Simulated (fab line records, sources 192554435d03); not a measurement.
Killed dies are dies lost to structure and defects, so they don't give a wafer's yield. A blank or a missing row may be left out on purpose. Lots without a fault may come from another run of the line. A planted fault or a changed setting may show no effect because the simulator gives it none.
fab line records | flow n5_finfet
record lots=10 wafers=29 last_day=17
route steps=1938 shown BEOL_M1@811 BEOL_M4@1111 PASSIVATION@1936
lots that met no fault: from a run of the same line without faults
start_h: hours from the record's first day to the start of the lot's first wafer shown | wait_h: hours since the lot's step before | " the same as in the row above | L1.1+2: a row that stands for several wafers | - no value, or no start given | * or withheld: withheld | < > ~ a bound
route shown NAME@n: a module of which the file shows steps, and the number in the route of the first | usual: mean/standard deviation of fault-free wafers | same: alike in all rows | chamber/n: place in a boat | sites: the reading at each site | _std_site: their standard deviation | _edge_site: outer sites' mean less inner sites' | radius_mm: how far each site lies from the wafer's centre | mask NAME#n: copy n | behind: the tool/chamber that last shaped the wafer | hold: why the lot was held/for how many hours/how that ended | device: the transistor (n, p or np) that didn't switch | end of line: the same wafers' tests at the end of the route | a step without rows: its recipe alone | killed: dies lost to structure and defects at the first sort, not the wafer's yield | map: a wafer's dies, x killed, . not, _ none there
set.NAME: the setting as run; set.NAME@STEP: as run at that earlier step | model.NAME: the simulator's own value behind a step, which no gauge read
steps of the route over a sample of lots; a table a step, a row a wafer
services: from which hour (start_h, from the record's first day; less than 0 if before it) a tool's chamber was out of use, for how many hours, and why
## steps
# step N5_BEOL_M1_ALD_84
# recipe material=TaN target_thk_a=* temp_c=275 ald_precursor_family=PDMAT ald_co_reactant=NH3 pressure_torr=3 carrier_flow_sccm=1500 pulse_time_s=2 purge_time_s=3 co_reactant_purge_time_s=2 co_reactant_pulse_time_s=3 ald_cycles=30 precursor_vessel_temp_c=75 precursor_vessel_pressure_torr=26.25 precursor_vessel_carrier_sccm=1000
# usual ald_cycles=30/0 heater_power_w=429/31 precursor_vessel_temp_c=75.01/0.12
# same co_reactant_pulse_time_s=3
# columns lot.wafer tool chamber start_h wait_h ald_cycles heater_power_w precursor_vessel_temp_c
L718.3 ald_metal-04 3 128.39 0.1 30 445 75.03
L718.4 " 1 " " 30 432 75.08
L718.5 " 1 " " 30 450 74.91
L719.2 ald_metal-03 2 133.59 0.0 30 396 75.03
L719.4 " 1 " " 30 407 75.16
L719.6 " 2 " " 30 393 74.94
L721.1 ald_metal-04 1 140.84 0.0 30 450 75.00
L721.2 " 0 " " 30 402 75.09
L721.5 " 1 " " 30 439 74.85
L720.2 ald_metal-02 0 140.92 0.0 30 409 75.02
L720.5 " 3 " " 30 406 75.17
L720.6 " 0 " " 30 418 75.16
L722.1 ald_metal-03 1 148.23 0.0 30 386 75.08
L722.2 " 0 " " 30 465 74.81
L722.6 " 2 " " 30 386 75.00
L729.1 ald_metal-04 2 190.16 0.1 30 442 74.80
L729.6 " 2 " " 30 450 74.94
L728.2 ald_metal-03 2 194.80 0.1 30 385 75.24
L728.3 " 0 " " 30 477 74.89
L728.6 " 2 " " 30 377 75.32
L733.2 ald_metal-04 3 214.11 0.0 30 436 75.04
L733.5 " 0 " " 30 406 75.07
L733.6 " 1 " " 30 448 75.04
L736.2 ald_metal-04 0 240.93 0.3 30 408 75.05
L736.3 " 1 " " 58 435 75.22
L736.5 " 3 " " 58 436 75.00
L740.3 ald_metal-04 2 257.96 0.0 58 445 74.98
L740.5 " 1 " " 58 436 74.97
L740.6 " 0 " " 30 404 75.14
# step N5_BEOL_M1_ANNEAL_49
# recipe temp_c=400 time_s=240 ambient=vacuum
# usual heater_power_w=813/70
# columns lot.wafer tool chamber start_h wait_h heater_power_w
L718.3 pvd_sputter-02 - 129.15 0.0 706
L718.4 " - " " 818
L718.5 " - " " 813
L719.2 pvd_sputter-02 - 134.24 0.0 776
L719.4 " - " " 858
L719.6 " - " " 845
L721.1 pvd_sputter-01 - 141.41 0.0 917
L721.2 " - " " 924
L721.5 " - " " 778
L720.2 pvd_sputter-02 - 141.50 0.0 769
L720.5 " - " " 832
L720.6 " - " " 716
L722.1 pvd_sputter-01 - 148.96 0.0 911
L722.2 " - " " 942
L722.6 " - " " 749
L729.1 pvd_sputter-02 - 191.99 0.0 717
L729.6 " - " " 835
L728.2 pvd_sputter-01 - 195.36 0.0 755
L728.3 " - " " 893
L728.6 " - " " 935
L733.2 pvd_sputter-01 - 214.78 0.0 896
L733.5 " - " " 772
L733.6 " - " " 939
L736.2 pvd_sputter-03 - 242.31 0.0 834
L736.3 " - " " 755
L736.5 " - " " 777
L740.3 pvd_sputter-03 - 260.14 0.0 725
L740.5 " - " " 834
L740.6 " - " " 703
# step N5_BEOL_M1_ANNEAL_82
# recipe temp_c=400 time_s=240 ambient=vacuum
# usual heater_power_w=812/68
# columns lot.wafer tool chamber start_h wait_h heater_power_w
L718.3 pvd_sputter-02 - 129.59 0.0 731
L718.4 " - " " 810
L718.5 " - " " 820
L719.2 pvd_sputter-02 - 134.68 0.0 770
L719.4 " - " " 834
L719.6 " - " " 834
L721.1 pvd_sputter-01 - 141.85 0.0 910
L721.2 " - " " 936
L721.5 " - " " 787
L720.2 pvd_sputter-02 - 141.94 0.0 787
L720.5 " - " " 819
L720.6 " - " " 719
L722.1 pvd_sputter-01 - 149.44 0.0 897
L722.2 " - " " 941
L722.6 " - " " 762
L729.1 pvd_sputter-02 - 192.43 0.0 704
L729.6 " - " " 826
L728.2 pvd_sputter-01 - 195.80 0.0 751
L728.3 " - " " 872
L728.6 " - " " 945
L733.2 pvd_sputter-01 - 215.22 0.0 883
L733.5 " - " " 757
L733.6 " - " " 967
L736.2 pvd_sputter-03 - 242.75 0.0 793
L736.3 " - " " 774
L736.5 " - " " 771
L740.3 pvd_sputter-03 - 260.58 0.0 705
L740.5 " - " " 823
L740.6 " - " " 751
# step N5_BEOL_M1_ANNEAL_87
# recipe temp_c=400 time_s=240 ambient=vacuum
# usual heater_power_w=811/69
# columns lot.wafer tool chamber start_h wait_h heater_power_w
L718.3 pvd_sputter-02 - 129.81 0.0 715
L718.4 " - " " 809
L718.5 " - " " 830
L719.2 pvd_sputter-02 - 134.90 0.0 789
L719.4 " - " " 818
L719.6 " - " " 842
L721.1 pvd_sputter-01 - 142.07 0.0 906
L721.2 " - " " 940
L721.5 " - " " 797
L720.2 pvd_sputter-02 - 142.16 0.0 786
L720.5 " - " " 830
L720.6 " - " " 709
L722.1 pvd_sputter-01 - 149.68 0.0 904
L722.2 " - " " 946
L722.6 " - " " 773
L729.1 pvd_sputter-02 - 192.65 0.0 701
L729.6 " - " " 835
L728.2 pvd_sputter-01 - 196.02 0.0 747
L728.3 " - " " 884
L728.6 " - " " 936
L733.2 pvd_sputter-01 - 215.44 0.0 883
L733.5 " - " " 758
L733.6 " - " " 938
L736.2 pvd_sputter-03 - 242.97 0.0 813
L736.3 " - " " 779
L736.5 " - " " 787
L740.3 pvd_sputter-03 - 260.80 0.0 723
L740.5 " - " " 821
L740.6 " - " " 724
# step N5_BEOL_M1_CMP_52
# recipe stop_on=SiOC t_overpolish_s=6.8 down_force_psi=1 platen_rpm=50 clearing_platen_down_force_psi=1.5 clearing_platen_rpm=50 post_cmp_clean=cu_alkaline target_thk_nm=40 clearing_platen_pad_velocity_m_s=0.99484 pad_velocity_m_s=0.99484
# usual barrier_field_endpoint_s=25.0/0.8 motor_current_A=6.2/0.41 pad_life_wafers=1003/690 retaining_ring_pressure_frac=1.001/0.0049
# columns lot.wafer tool chamber start_h wait_h barrier_field_endpoint_s motor_current_A pad_life_wafers retaining_ring_pressure_frac
L718.3 cmp-03 0 131.34 0.2 25.8 6.2 1584 0.999
L718.4 " 2 " " 24.4 5.5 1586 1.002
L718.5 " 1 " " 26.2 7.2 - 0.996
L719.2 cmp-02 2 136.45 0.2 24.1 6.2 1015 1.009
L719.4 " 0 " " 24.1 6.5 1017 0.992
L719.6 " 1 " " 25.0 6.7 - 0.994
L721.1 cmp-04 2 143.59 0.3 24.2 6.5 48 1.003
L721.2 " 1 " " 26.8 6.4 51 0.997
L721.5 " 3 " " 26.5 5.8 - 1.000
L720.2 cmp-02 2 143.79 0.3 24.3 6.1 1071 1.007
L720.6 " 3 " " 24.0 6.1 - 0.993
L720.5 " 0 " " 24.5 6.2 - 0.993
L722.2 cmp-04 1 151.30 0.2 26.5 6.4 102 1.000
L722.1 " 0 " " 25.0 6.1 105 1.002
L722.6 " 2 " " 25.2 6.2 - 1.002
L729.1 cmp-03 3 194.46 0.3 25.1 5.7 2106 1.001
L729.6 " 3 " " 24.5 5.7 - 0.999
L728.2 cmp-04 1 197.58 0.2 26.1 6.3 475 0.995
L728.3 " 3 " " 24.3 5.6 477 1.000
L728.6 " 0 " " 24.6 6.0 - 1.002
L733.2 cmp-02 1 217.10 0.3 24.5 6.5 1670 0.996
L733.6 " 3 " " 23.8 6.1 - 1.001
L733.5 " 0 " " 24.3 5.9 - 0.992
L736.2 cmp-04 2 244.49 0.2 23.9 6.4 822 1.003
L736.3 " 1 " " 28.5 6.3 825 1.001
L736.5 " 3 " " 26.9 6.1 - 0.997
L740.3 cmp-02 0 262.45 0.2 26.3 6.0 1999 1.005
L740.6 " 3 " " 24.4 6.0 - 0.996
L740.5 " 0 " " 26.4 6.4 - 1.004
# step N5_BEOL_M4_RC_MEAS_101
# usual DIBL_N=36.8/2.2 DIBL_P=37.1/2.8 IOFF_N=0.17/0.04 IOFF_P=0.22/0.049 ION_N=672/16 ION_P=460/9.2 SERP_M1=196/21 SERP_M1_max_site=209/23 SS_N=71.6/0.69 SS_P=73.5/0.78 VT_N=249/3.6 VT_P=-250/3.9
# columns lot.wafer tool chamber start_h wait_h DIBL_N[mV/V] DIBL_P[mV/V] IOFF_N[nA/um] IOFF_P[nA/um] ION_N[uA/um] ION_P[uA/um] SERP_M1[ohm/um] SERP_M1_max_site[ohm/um] SS_N[mV/dec] SS_P[mV/dec] VT_N[mV] VT_P[mV]
L718.3 prober-01 0 158.88 0.3 34.6 32.9 0.13 0.15 677 457 223 237 71.2 72.6 251 -253
L718.4 " 0 " " 39.5 37.6 0.21 0.21 667 451 217 222 72.4 74.0 249 -253
L718.5 " 0 " " 40.4 38.7 0.24 0.22 674 450 239 267 72.4 73.6 247 -254
L719.2 prober-02 0 166.00 0.2 33.5 34.2 0.13 0.17 640 445 189 202 71.0 72.6 253 -250
L719.4 " 0 " " 36.9 39.3 0.18 0.26 683 475 227 237 71.3 73.9 251 -248
L719.6 " 0 " " 35.6 37.0 0.17 0.23 674 460 199 206 71.7 73.7 250 -248
L721.1 prober-01 0 175.04 0.0 38.2 40.1 0.21 0.22 699 462 212 219 72.3 73.7 245 -251
L721.2 " 0 " " 34.5 34.8 0.14 0.16 670 454 165 174 70.7 73.0 252 -253
L721.5 " 0 " " 37.9 39.2 0.23 0.23 703 472 186 197 72.0 73.6 246 -250
L720.2 prober-02 0 177.80 0.2 35.8 33.7 0.13 0.16 652 444 207 212 71.7 73.2 256 -257
L720.5 " 0 " " 37.0 36.1 0.14 0.19 650 448 214 235 72.7 73.2 258 -255
L720.6 " 0 " " 36.4 35.2 0.14 0.18 658 447 207 214 72.3 72.8 253 -256
L722.1 prober-01 0 179.49 0.0 38.7 39.2 0.19 0.25 684 468 199 213 71.9 74.3 246 -246
L722.2 " 0 " " 37.9 38.7 0.18 0.24 680 468 212 232 72.0 73.4 245 -248
L722.6 " 0 " " 39.3 41.2 0.21 0.31 684 468 239 250 72.5 74.8 245 -247
L729.1 prober-01 0 226.17 0.0 32.9 31.9 0.10 0.13 647 440 210 231 70.6 71.9 260 -257
L729.6 " 0 " " 37.9 39.1 0.19 0.24 674 455 190 198 71.9 74.7 247 -251
L728.2 prober-01 0 229.92 0.2 36.7 36.7 0.16 0.19 673 456 182 187 71.1 73.2 248 -253
L728.3 " 0 " " 37.1 37.2 0.16 0.21 669 458 178 200 71.2 73.7 249 -250
L728.6 " 0 " " 39.9 41.2 0.23 0.28 689 467 196 215 72.2 74.4 243 -248
L733.2 prober-01 0 243.33 0.2 38.5 37.9 0.19 0.23 677 463 224 242 71.9 73.2 249 -249
L733.5 " 0 " " 36.3 34.9 0.14 0.18 656 455 163 174 71.9 72.3 252 -253
L733.6 " 0 " " 38.6 39.1 0.19 0.26 683 467 237 243 71.8 73.4 246 -248
L736.2 prober-02 0 280.17 0.2 34.0 33.7 0.13 0.19 664 458 221 241 70.4 73.1 252 -252
L736.3 " 0 " " 36.2 35.2 0.15 0.20 652 452 302 333 71.9 73.1 252 -254
L736.5 " 0 " " 34.6 33.4 0.14 0.17 659 455 283 294 71.2 73.2 250 -253
L740.3 prober-02 0 303.15 0.3 34.2 34.1 0.13 0.16 643 441 272 281 72.1 72.9 254 -256
L740.5 " 0 " " 34.4 35.3 0.13 0.18 671 459 285 313 71.4 73.7 253 -255
L740.6 " 0 " " 36.8 37.6 0.17 0.21 685 456 182 187 72.5 74.1 248 -252
# sites SERP_M1 radius_mm=0,75,75,75,75,140,140,140,140
L718.3 214 225 223 227 223 221 237 227 222
L719.2 179 182 202 193 197 189 184 188 190
L721.1 212 219 210 211 213 215 199 211 217
L720.2 206 212 207 200 208 206 208 200 207
L722.1 182 195 199 189 193 209 203 213 205
L729.1 194 201 210 201 204 216 225 231 226
L728.2 185 187 180 182 186 172 175 183 173
L733.2 211 224 220 213 226 224 233 242 230
L736.2 208 221 214 221 221 228 219 241 212
L740.3 259 265 263 281 278 274 280 256 272
# step N5_PASSIVATION_PROBE_49
# usual defect_limited_yield=91.1/1.5 killed_at_M0_to_M3=35/11 killed_at_M4_up=13/5.7 killed_at_contacts=12/5.7 killed_at_front_end=40/11 killed_at_other=4/4.4 killed_dies=105/18 killed_on_rim=14/3.9 killed_open=68/14 killed_short=34/7.4 sort_bin_5_function=5.2/1 sort_bin_6_memory=3.3/0.67 sort_bin_8_speed=0.04/0.29 sort_n_pass=1074/18
# same gross_dies=1180 killed_at_back_side=0 sort_bin_4_leakage[%]=0
# columns lot.wafer tool chamber start_h wait_h defect_limited_yield[%] killed_at_M0_to_M3 killed_at_M4_up killed_at_contacts killed_at_front_end killed_at_other killed_dies killed_on_rim killed_open killed_short sort_bin_5_function[%] sort_bin_6_memory[%] sort_bin_8_speed[%] sort_n_pass
L718.3 prober-02 - 261.83 0.9 89.1 36 10 12 48 23 129 19 71 46 6.8 3.3 0 1051
L718.4 prober-02 - 261.88 0.9 91.7 32 14 2 40 10 98 10 61 32 4.2 3.6 0 1082
L718.5 prober-02 - 261.93 1.0 89.7 52 26 10 29 5 122 16 84 37 6.1 3.9 0 1058
L719.2 prober-01 - 268.49 0.1 91.3 26 16 5 42 14 103 15 66 36 6.0 2.4 0 1077
L719.4 prober-01 - 268.59 0.2 89.0 31 28 2 56 13 130 18 94 36 6.9 3.9 0 1050
L719.6 prober-01 - 268.69 0.3 90.3 31 26 11 35 12 115 17 87 26 6.0 3.6 0 1065
L721.1 prober-01 - 268.74 0.0 89.3 28 18 16 57 7 126 16 86 39 6.4 4.2 0 1054
L721.2 prober-01 - 268.79 0.1 89.6 54 24 8 36 1 123 12 87 36 6.1 4.2 0 1057
L721.5 prober-01 - 268.94 0.2 89.8 42 13 9 54 2 120 20 83 36 6.6 3.0 0 1060
L722.1 prober-01 - 282.14 0.0 88.7 35 13 27 56 2 133 19 111 21 7.1 3.9 0 1047
L722.2 prober-01 - 282.19 0.1 89.4 34 20 19 49 3 125 13 80 42 5.3 4.7 0 1055
L722.6 prober-01 - 282.39 0.3 92.5 26 12 6 43 2 89 12 69 20 4.6 2.9 0 1091
L720.2 prober-01 - 282.71 0.1 90.8 50 10 8 36 4 108 11 66 40 5.0 3.6 0.08 1071
L720.5 prober-01 - 282.86 0.2 92.8 32 5 8 30 10 85 15 54 23 4.5 2.5 0 1095
L720.6 prober-01 - 282.91 0.3 91.4 47 10 13 32 0 102 12 69 32 5.1 3.1 0 1078
L728.2 prober-01 - 320.56 0.1 91.4 30 9 13 48 2 102 12 72 28 5.7 2.8 0 1078
L728.3 prober-01 - 320.61 0.1 91.2 26 10 5 62 1 104 14 77 26 4.8 3.5 0 1076
L728.6 prober-01 - 320.76 0.3 92.9 28 11 10 35 0 84 6 63 20 4.2 2.6 0 1096
L729.1 prober-02 - 332.75 0.0 94.9 16 9 3 27 5 60 11 38 22 2.7 2.2 0.08 1119
L729.6 prober-02 - 333.00 0.3 94.2 11 15 12 30 1 69 9 46 22 3.1 2.6 0 1111
L733.2 prober-02 - 345.61 0.1 93.1 30 5 8 30 9 82 11 42 37 4.4 2.3 0 1098
L733.5 prober-02 - 345.76 0.2 92.1 27 12 12 41 1 93 7 56 37 4.6 3.0 0 1087
L733.6 prober-02 - 345.81 0.3 92.5 27 11 10 28 13 89 12 52 29 4.5 2.8 0 1091
L736.2 prober-01 - 383.15 0.1 90.5 24 19 29 39 1 112 17 75 31 5.6 3.4 0 1068
L736.3 prober-01 - 383.20 0.1 92.6 25 16 9 36 1 87 8 53 30 3.3 3.4 0.17 1093
L736.5 prober-01 - 383.30 0.2 92.0 24 9 9 50 2 94 24 53 32 3.6 3.1 0.25 1086
L740.3 prober-01 - 401.60 0.1 91.7 38 14 6 35 5 98 10 59 37 5.1 2.9 0.51 1077
L740.5 prober-01 - 401.70 0.2 92.3 50 1 12 24 4 91 7 48 38 3.8 3.1 0.34 1089
L740.6 prober-01 - 401.75 0.3 91.0 35 14 7 46 4 106 11 64 41 5.2 3.4 0 1074
# killed by level:class
L718.3 GATE_CUT:geometric_particle:short=7 BEOL_M0_SAQP:geometric_particle:open=7 BEOL_M1:geometric_particle:short=7 HKMG_FIN:area_etch=7 FIN_SAQP:geometric_particle:open=6 DUMMY_GATE:geometric_particle:open=6 BEOL_M2:geometric_particle:open=6 GATE_CUT:geometric_particle:open=6
L718.4 FIN_SAQP:geometric_particle:open=16 FIN_SAQP:geometric_particle:short=8 BEOL_M3:geometric_particle:open=8 BEOL_M0_SAQP:geometric_particle:open=5 BEOL_M4:geometric_particle:open=5 DUMMY_GATE:geometric_particle:open=4 BEOL_M0_SAQP:geometric_particle:short=4 BEOL_M0:geometric_particle:open=4
L718.5 BEOL_M3:geometric_particle:open=14 BEOL_M5:geometric_particle:open=11 BEOL_M0_SAQP:geometric_particle:open=10 MOL_CONTACT_COAG:geometric_particle:open=8 BEOL_M1:geometric_particle:short=8 FIN_SAQP:geometric_particle:open=5 STI_FIN_REVEAL:geometric_particle:open=5 BEOL_M1:geometric_particle:open=5
L719.2 STI_FIN_REVEAL:geometric_particle:open=17 BEOL_M1:geometric_particle:open=10 BEOL_M4:geometric_particle:open=8 PAD_METAL:geometric_particle:short=8 BEOL_M0_SAQP:geometric_particle:short=6 FIN_SAQP:geometric_particle:open=5 PAD_METAL:geometric_particle:open=5 STARTING-WAFER:geometric_particle:short=5
L719.4 BEOL_M4:geometric_particle:open=17 FIN_SAQP:geometric_particle:open=14 STI_FIN_REVEAL:geometric_particle:open=9 BEOL_M0_SAQP:geometric_particle:open=9 BEOL_M0_SAQP:geometric_particle:short=8 STARTING-WAFER:geometric_particle:short=6 FIN_SAQP:geometric_particle:short=5 DUMMY_GATE:geometric_particle:open=5
L719.6 BEOL_M4:geometric_particle:open=15 BEOL_M1:geometric_particle:open=12 FIN_SAQP:geometric_particle:open=10 FIN_SAQP:geometric_particle:short=9 MOL_CONTACT_COAG:geometric_particle:open=8 STI_FIN_REVEAL:geometric_particle:open=7 BEOL_M0:geometric_particle:open=5 BEOL_M2:geometric_particle:open=4
L721.1 STI_FIN_REVEAL:geometric_particle:open=23 FIN_SAQP:geometric_particle:open=11 BEOL_M0_SAQP:geometric_particle:open=11 MOL_CONTACT_COAG:geometric_particle:open=9 BEOL_M4:geometric_particle:open=9 MOL_CONTACT_COAG:geometric_particle:short=7 BEOL_M0_SAQP:geometric_particle:short=6 STI_FIN_REVEAL:geometric_particle:short=5
L721.2 BEOL_M4:geometric_particle:open=14 FIN_SAQP:geometric_particle:open=11 BEOL_M0_SAQP:geometric_particle:short=11 BEOL_M1:geometric_particle:open=10 BEOL_M3:geometric_particle:open=10 BEOL_M0_SAQP:geometric_particle:open=9 STI_FIN_REVEAL:geometric_particle:open=7 MOL_CONTACT_COAG:geometric_particle:open=7
L721.5 BEOL_M3:geometric_particle:open=19 FIN_SAQP:geometric_particle:open=18 STI_FIN_REVEAL:geometric_particle:open=7 BEOL_M4:geometric_particle:open=6 MOL_CONTACT_COAG:geometric_particle:open=6 BEOL_M1:geometric_particle:open=6 STI_FIN_REVEAL:geometric_particle:short=5 GATE_CUT:geometric_particle:short=5
L722.1 MOL_CONTACT_COAG:geometric_particle:open=24 STI_FIN_REVEAL:geometric_particle:open=18 FIN_SAQP:geometric_particle:open=16 BEOL_M2:geometric_particle:open=10 BEOL_M1:geometric_particle:open=9 FIN_SAQP:geometric_particle:short=6 BEOL_M0_SAQP:geometric_particle:open=6 BEOL_M0_SAQP:geometric_particle:short=5
L722.2 MOL_CONTACT_COAG:geometric_particle:open=14 FIN_SAQP:geometric_particle:short=11 STI_FIN_REVEAL:geometric_particle:open=11 BEOL_M1:geometric_particle:open=10 BEOL_M0_SAQP:geometric_particle:open=7 BEOL_M4:geometric_particle:open=7 BEOL_M0_SAQP:geometric_particle:short=6 MOL_CONTACT_COAG:geometric_particle:short=5
L722.6 STI_FIN_REVEAL:geometric_particle:open=16 DUMMY_GATE:geometric_particle:open=7 BEOL_M0_SAQP:geometric_particle:open=7 FIN_SAQP:geometric_particle:open=6 MOL_CONTACT_COAG:geometric_particle:open=6 BEOL_M0_SAQP:geometric_particle:short=6 BEOL_M3:geometric_particle:open=5 STI_FIN_REVEAL:geometric_particle:short=4
L720.2 BEOL_M0_SAQP:geometric_particle:short=14 BEOL_M0_SAQP:geometric_particle:open=9 BEOL_M2:geometric_particle:open=9 STI_FIN_REVEAL:geometric_particle:open=7 FIN_SAQP:geometric_particle:open=6 MOL_CONTACT_COAG:geometric_particle:open=5 BEOL_M3:geometric_particle:open=5 FIN_SAQP:geometric_particle:short=4
L720.5 STI_FIN_REVEAL:geometric_particle:open=14 BEOL_M0_SAQP:geometric_particle:short=9 BEOL_M3:geometric_particle:open=7 MIM_TOP_ETCH:area_etch=7 MOL_CONTACT_COAG:geometric_particle:open=6 BEOL_M0_SAQP:geometric_particle:open=5 FIN_SAQP:geometric_particle:open=3 DUMMY_GATE:geometric_particle:open=3
L720.6 BEOL_M2:geometric_particle:open=15 FIN_SAQP:geometric_particle:short=14 BEOL_M3:geometric_particle:open=14 MOL_CONTACT_COAG:geometric_particle:open=13 BEOL_M0_SAQP:geometric_particle:short=9 STI_FIN_REVEAL:geometric_particle:open=7 BEOL_M0_SAQP:geometric_particle:open=3 BEOL_M6:geometric_particle:open=3
L728.2 STI_FIN_REVEAL:geometric_particle:open=22 MOL_CONTACT_COAG:geometric_particle:open=11 BEOL_M0_SAQP:geometric_particle:short=8 BEOL_M0_SAQP:geometric_particle:open=6 BEOL_M1:geometric_particle:open=6 DUMMY_GATE:geometric_particle:open=5 BEOL_M2:geometric_particle:open=5 FIN_SAQP:geometric_particle:open=4
L728.3 STI_FIN_REVEAL:geometric_particle:open=31 FIN_SAQP:geometric_particle:open=11 STI_FIN_REVEAL:geometric_particle:short=7 BEOL_M0_SAQP:geometric_particle:short=7 BEOL_M0_SAQP:geometric_particle:open=5 BEOL_M1:geometric_particle:open=5 DUMMY_GATE:geometric_particle:open=4 FIN_CUT:geometric_particle:short=3
L728.6 STI_FIN_REVEAL:geometric_particle:open=10 MOL_CONTACT_COAG:geometric_particle:open=9 BEOL_M2:geometric_particle:open=9 BEOL_M0_SAQP:geometric_particle:short=8 DUMMY_GATE:geometric_particle:open=7 BEOL_M0_SAQP:geometric_particle:open=6 BEOL_M5:geometric_particle:open=4 STARTING-WAFER:geometric_particle:open=4
L729.1 BEOL_M1:geometric_particle:open=8 FIN_SAQP:geometric_particle:short=7 FIN_SAQP:geometric_particle:open=5 BEOL_M4:geometric_particle:open=4 BEOL_M0_SAQP:geometric_particle:short=3 BEOL_M0_SAQP:geometric_particle:open=3 STARTING-WAFER:geometric_particle:open=3 STI_FIN_REVEAL:geometric_particle:open=2
L729.6 MOL_CONTACT_COAG:geometric_particle:open=10 BEOL_M4:geometric_particle:open=9 STI_FIN_REVEAL:geometric_particle:open=8 FIN_SAQP:geometric_particle:short=7 BEOL_M0_SAQP:geometric_particle:open=4 FIN_SAQP:geometric_particle:open=3 STI_FIN_REVEAL:geometric_particle:short=3 BEOL_M2:geometric_particle:open=3
L733.2 BEOL_M0_SAQP:geometric_particle:short=10 STI_FIN_REVEAL:geometric_particle:open=8 MOL_CONTACT_COAG:geometric_particle:open=6 BEOL_M3:geometric_particle:open=6 GATE_CUT:geometric_particle:short=5 BEOL_M3:geometric_particle:short=4 MIM_TOP_ETCH:geometric_particle:open=4 STI_FIN_REVEAL:geometric_particle:short=3
L733.5 FIN_SAQP:geometric_particle:short=12 MOL_CONTACT_COAG:geometric_particle:open=10 BEOL_M0_SAQP:geometric_particle:open=8 GATE_CUT:geometric_particle:open=7 STI_FIN_REVEAL:geometric_particle:open=5 GATE_CUT:geometric_particle:short=5 BEOL_M0_SAQP:geometric_particle:short=5 BEOL_M2:geometric_particle:open=5
L733.6 MIM_TOP_ETCH:area_etch=8 MOL_CONTACT_COAG:geometric_particle:open=6 BEOL_M2:geometric_particle:open=6 BEOL_M0_SAQP:geometric_particle:open=5 BEOL_M4:geometric_particle:open=5 ILD0:geometric_particle:short=4 MOL_CONTACT_COAG:geometric_particle:short=4 BEOL_M0:geometric_particle:open=4
L736.2 MOL_CONTACT_COAG:geometric_particle:open=22 BEOL_M4:geometric_particle:open=10 FIN_SAQP:geometric_particle:short=7 FIN_SAQP:geometric_particle:open=7 MOL_CONTACT_COAG:geometric_particle:short=7 ILD0:geometric_particle:open=6 BEOL_M0_SAQP:geometric_particle:short=6 BEOL_M1:geometric_particle:open=6
L736.3 BEOL_M0_SAQP:geometric_particle:open=8 FIN_SAQP:geometric_particle:open=7 FIN_SAQP:geometric_particle:short=7 MOL_CONTACT_COAG:geometric_particle:open=7 BEOL_M2:geometric_particle:open=7 STARTING-WAFER:geometric_particle:open=6 GATE_CUT:geometric_particle:short=4 BEOL_M4:geometric_particle:open=4
L736.5 FIN_SAQP:geometric_particle:short=8 FIN_SAQP:geometric_particle:open=7 STI_FIN_REVEAL:geometric_particle:open=7 MOL_CONTACT_COAG:geometric_particle:open=7 HKMG_FIN:area_etch=6 BEOL_M2:geometric_particle:open=5 BEOL_M0_SAQP:geometric_particle:short=5 BEOL_M4:geometric_particle:open=5
L740.3 STI_FIN_REVEAL:geometric_particle:open=8 BEOL_M0_SAQP:geometric_particle:short=7 BEOL_M1:geometric_particle:open=6 DUMMY_GATE:geometric_particle:open=6 GATE_CUT:geometric_particle:open=5 BEOL_M0:geometric_particle:short=5 BEOL_M2:geometric_particle:open=5 GATE_CUT:geometric_particle:short=4
L740.5 MOL_CONTACT_COAG:geometric_particle:open=11 BEOL_M0:geometric_particle:short=10 BEOL_M0_SAQP:geometric_particle:short=7 BEOL_M2:geometric_particle:short=7 BEOL_M3:geometric_particle:open=7 DUMMY_GATE:geometric_particle:open=6 FIN_SAQP:geometric_particle:short=4 STI_FIN_REVEAL:geometric_particle:open=4
L740.6 STI_FIN_REVEAL:geometric_particle:open=13 BEOL_M1:geometric_particle:open=10 STARTING-WAFER:geometric_particle:short=7 FIN_SAQP:geometric_particle:open=6 MOL_CONTACT_COAG:geometric_particle:open=6 BEOL_M0_SAQP:geometric_particle:short=6 BEOL_M0_SAQP:geometric_particle:open=5 BEOL_M3:geometric_particle:open=5
## services
# columns tool chamber start_h hours kind
cmp-04 - 126.13 0.8 repair
ald_metal-02 2 126.78 24.6 repair
cmp-04 - 133.17 4.0 pm
cmp-03 - 134.08 1.0 repair
cmp-04 - 137.17 - consumable_replace:conditioner
cmp-04 - 137.17 - consumable_replace:pad
ald_metal-03 - 138.52 8.7 pm
pvd_sputter-01 - 144.28 0.7 repair
ald_metal-03 3 164.97 2.0 repair
cmp-03 - 173.25 0.5 repair
pvd_sputter-02 - 177.09 4.0 repair
cmp-03 - 178.69 1.7 repair
ald_metal-04 - 181.96 0.7 repair
ald_metal-02 0 184.69 15.6 repair
cmp-02 - 197.12 0.2 repair
cmp-03 - 200.52 4.0 pm
cmp-03 - 204.52 - consumable_replace:conditioner
cmp-03 - 204.52 - consumable_replace:pad
cmp-04 - 205.68 3.3 repair
cmp-02 - 230.18 2.6 repair
cmp-04 - 231.46 1.4 repair
cmp-03 - 246.74 0.4 repair
## key
first_sign step=N5_BEOL_M1_ALD_84 reading=ald_cycles direction=up sigmas=99+ usual=* struck=*
effect step=N5_BEOL_M1_CMP_52 reading=barrier_field_endpoint_s direction=up sigmas=2.6 usual=25.0 struck=27.0
effect step=N5_BEOL_M4_RC_MEAS_101 reading=SERP_M1 direction=up sigmas=4.3 usual=196 struck=286
effect step=N5_BEOL_M4_RC_MEAS_101 reading=SERP_M1_max_site direction=up sigmas=4.2 usual=209 struck=305
met_at N5_BEOL_M1_ALD_84
struck_lots L736,L740
struck_wafers L736.3,L736.5,L740.3,L740.5
not_acting_at N5_BEOL_M1_ANNEAL_49,N5_BEOL_M1_ANNEAL_82,N5_BEOL_M1_ANNEAL_87
onset_between 214.11 240.93
fault kind=process_parameter_drift tool=ald_metal-04 chamber=- onset_h=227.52 steps=N5_BEOL_M1_ALD_84 channel=ald_cycles offset=* shape=step end_h=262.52 scope=struck_wafers_only acts_in=* stated=*
